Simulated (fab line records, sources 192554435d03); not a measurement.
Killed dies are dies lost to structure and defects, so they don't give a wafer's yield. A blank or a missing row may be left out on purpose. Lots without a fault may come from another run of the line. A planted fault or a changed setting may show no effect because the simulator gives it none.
Chamber matching | flow n5_finfet | N5_BEOL_M7_STRIP_19 on rie_diel-05: 4 sister chambers
The step strips in O2. 22 wafers are shown with their chamber, then 11 later ones without.

WAFERS WITH THEIR CHAMBER
wafer  | chamber | drypump_motor_current_A (A) | throttle_valve_pct (%) | oes_product_au (a.u.)
L075.2 | 2       | 6.2                         | 16.60                  | 0.93
L075.3 | 1       | 5.4                         | 16.42                  | 0.89
L075.4 | 3       | 6.4                         | 16.93                  | 0.75
L079.3 | 1       | 5.3                         | 16.43                  | 0.87
L079.5 | 0       | 5.8                         | 16.60                  | 0.68
L079.6 | 1       | 5.3                         | 16.40                  | 0.88
L081.1 | 0       | 5.8                         | 16.62                  | 0.68
L081.3 | 3       | 6.4                         | 16.97                  | 0.74
L081.6 | 0       | 5.8                         | 16.64                  | 0.67
L084.1 | 3       | 6.4                         | 16.97                  | 0.74
L084.2 | 2       | 6.2                         | 16.60                  | 0.90
L084.4 | 0       | 5.8                         | 16.62                  | 0.68
L085.2 | 1       | 5.3                         | 16.42                  | 0.85
L085.3 | 2       | 6.2                         | 16.63                  | 0.89
L085.6 | 0       | 5.8                         | 16.65                  | 0.67
L086.1 | 2       | 6.2                         | 16.62                  | 0.89
L086.4 | 1       | 5.4                         | 16.42                  | 0.85
L086.6 | 3       | 6.4                         | 16.98                  | 0.73
L088.2 | 0       | 5.8                         | 16.65                  | 0.67
L088.4 | 2       | 6.2                         | 16.62                  | 0.90
L088.5 | 1       | 5.3                         | 16.42                  | 0.85
L089.2 | 3       | 6.4                         | 17.03                  | 0.72

SIGNATURES (means of the wafers above)
reading                 | chamber 0 | chamber 1 | chamber 2 | chamber 3 | scatter within a chamber
drypump_motor_current_A | 5.800     | 5.333     | 6.200     | 6.400     | 0.0272
throttle_valve_pct      | 16.6300   | 16.4183   | 16.6140   | 16.9760   | 0.0215
oes_product_au          | 0.6750    | 0.8650    | 0.9020    | 0.7360    | 0.0135
Rule: a wafer's distance from a chamber is the root of the sum, over the readings, of the square of ((its reading less the chamber's mean) divided by the reading's scatter). The wafer belongs to the nearest chamber; if the next one is less than 2 further off, it can't be placed. The scatter: the root of (the sum of the squares of (reading less its chamber's mean) over the shown wafers, divided by (wafers less chambers)).

WAFERS WITHOUT THEIR CHAMBER
wafer  | drypump_motor_current_A (A) | throttle_valve_pct (%) | oes_product_au (a.u.)
L089.4 | 6.4                         | 17.01                  | 0.72
L089.5 | 6.2                         | 16.63                  | 0.87
L090.1 | 5.8                         | 16.21                  | 1.00
L090.4 | 6.2                         | 16.65                  | 0.85
L090.5 | 5.3                         | 16.51                  | 0.84
L093.1 | 6.2                         | 16.67                  | 0.86
L093.3 | 5.8                         | 16.20                  | 0.98
L093.5 | 5.8                         | 16.21                  | 1.00
L092.1 | 5.8                         | 16.20                  | 1.01
L092.2 | 5.4                         | 16.48                  | 0.83
L092.5 | 6.2                         | 16.68                  | 0.87

WHICH CHAMBER EACH WENT THROUGH
wafer  | from the rows above | in truth
L089.4 | 3                   | 3
L089.5 | 2                   | 2
L090.1 | 1                   | 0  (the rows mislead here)
L090.4 | 2                   | 2
L090.5 | 1                   | 1
L093.1 | 2                   | 2
L093.3 | 1                   | 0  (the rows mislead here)
L093.5 | 1                   | 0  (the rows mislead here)
L092.1 | 1                   | 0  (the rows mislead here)
L092.2 | 1                   | 1
L092.5 | 2                   | 2
Placed correctly: 7 of 11. Can't be placed from these rows: 0. Placed wrongly: 4.
